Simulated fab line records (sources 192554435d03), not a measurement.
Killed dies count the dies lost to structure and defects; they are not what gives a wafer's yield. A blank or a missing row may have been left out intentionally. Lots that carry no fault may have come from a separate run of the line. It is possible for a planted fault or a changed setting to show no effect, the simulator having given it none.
Struck lot and sound lot, side by side :: flow n5_finfet :: 15 out of 1938 route steps
Sound: these wafers, L436.3, L436.4, L436.6. Struck: wafer L439.4 (left out: L439.6, a lot-mate that was not struck); the cause follows at the end.
Per side, at each step with rows, come the tool, then ch with its chambers, and then its first start. Under that, the readings that differ: sound wafers :: struck wafers :: difference of the means :: sigmas: that difference in standard deviations of wafers without a fault.
alike: readings whose means differ by less than 2 such deviations, and words and numbers that are the same on both sides. not compared: withheld readings, readings that some wafer has no value for, bounds like >300 that may hide the same value, and numbers for which the record gives no deviation and whose values overlap.
A row with sigmas, a row that says differs or no value, or rows on one side alone: a step with any of these is where the two part. Numbers that don't overlap but have no deviation are shown without sigmas and don't part them. A reading missing from all wafers of one side parts the sides only when that side holds two or more wafers.

N5_GATE_CUT_INSPECT_15: inspects for defects (brightfield).
  struck on defect_inspect-01, day 5 20:04; sound on defect_inspect-02, day 4 21:36
  alike: raw_defect_count
N5_GATE_CUT_DESCUM_18: chemistry O2, time 7 s.
  sound on rie_diel-02 ch 0,1,3, day 4 21:38; struck on rie_diel-04 ch 3, day 5 20:07
  alike: drypump_motor_current_A, oes_product_au, rf_vpp_V, showerhead_plenum_p_Torr, throttle_valve_pct
  not compared: rf_hours_counter_h
then, 1 step without rows for these wafers: N5_GATE_CUT_ETCH_28 (etches underlayer in N2/H2, target depth 13 nm, time 10.4 s).
N5_GATE_CUT_ETCH_36: etches SiARC in CF4, target depth 13 nm, time 21.7 s.
  sound on rie_diel-02 ch 0,1,3, day 4 21:41; struck on rie_diel-04 ch 3, day 5 20:10
  alike: drypump_motor_current_A, etch_rf_on_time_s, oes_product_au, rf_vpp_V, showerhead_plenum_p_Torr, throttle_valve_pct
  not compared: rf_hours_counter_h
then, 3 steps without rows for these wafers: N5_GATE_CUT_ETCH_37 (etches SOC in N2/H2, target depth 60 nm, overetch 12 nm, time 90 s); N5_GATE_CUT_STRIP_38 (strips in N2/H2); N5_GATE_CUT_STRIP_39 (strips in N2/H2).
N5_GATE_CUT_HM_OPEN_40: chemistry C4F6/O2, target SiO2, target depth 139 nm, time 85.1 s.
  sound on rie_diel-02 ch 0,1,3, day 4 21:48; struck on rie_diel-04 ch 3, day 5 20:16
  alike: drypump_motor_current_A, etch_rf_on_time_s, oes_product_au, rf_vpp_V, showerhead_plenum_p_Torr, throttle_valve_pct
  not compared: rf_hours_counter_h
then, 3 steps without rows for these wafers: N5_GATE_CUT_STRIP_41 (strips in CF4); N5_GATE_CUT_STRIP_42 (strips in O2); N5_GATE_CUT_ETCH_19 (etches SiNx in CH3F/O2, target depth 53.7 nm, time 76.7 s).
N5_GATE_CUT_CUT_ETCH_53: etches W in SF6/Cl2, target depth 79.2 nm.
  sound on rie_metal-01 ch 0,1, day 4 22:03; struck on rie_metal-02 ch 1, day 5 20:32
reading: drypump_motor_current_A (A)
sound: 5.45 6.08 5.43
struck: 6.14
difference: +0.49
sigmas: +2
  alike: etch_rf_on_time_s, oes_product_au, throttle_valve_pct
  not compared: rf_hours_counter_h
N5_GATE_CUT_CUT_ETCH_54: etches TiN in Cl2/BCl3, target depth 96.7 nm.
  sound on rie_metal-01 ch 0,1, day 4 22:07; struck on rie_metal-02 ch 1, day 5 20:36
reading: etch_rf_on_time_s (s)
sound: 36.0 37.1 36.2
struck: 43.6
difference: +7.2
sigmas: +13
  alike: drypump_motor_current_A, oes_product_au, throttle_valve_pct
  not compared: rf_hours_counter_h
N5_GATE_CUT_CUT_ETCH_55: etches HfO2 in BCl3, target depth 3.2 nm.
  sound on rie_metal-01 ch 0,1, day 4 22:10; struck on rie_metal-02 ch 1, day 5 20:39
  alike: drypump_motor_current_A, oes_product_au, throttle_valve_pct
  not compared: rf_hours_counter_h
-- the record jumps here: 4 days lie between the struck wafers' starts before and after (it left off in module GATE_CUT and takes up again in module BEOL_M4, whose first step shown is number 1111 of the route) --
N5_BEOL_M4_RC_MEAS_101:
  sound on prober-01 ch 0, day 8 16:16; struck on prober-02 ch 0, day 9 12:18
reading: SS_P (mV/dec)
sound: 73.0 74.2 73.9
struck: 72.0
difference: -1.7
sigmas: -3
  alike: DIBL_N, DIBL_P, IOFF_N, IOFF_P, ION_N, ION_P, SS_N, VT_N, VT_P

== WHERE THEY PART ==
At N5_GATE_CUT_CUT_ETCH_53 first; at N5_BEOL_M4_RC_MEAS_101 last (within this record only).

WHY: what had been put in by the simulator
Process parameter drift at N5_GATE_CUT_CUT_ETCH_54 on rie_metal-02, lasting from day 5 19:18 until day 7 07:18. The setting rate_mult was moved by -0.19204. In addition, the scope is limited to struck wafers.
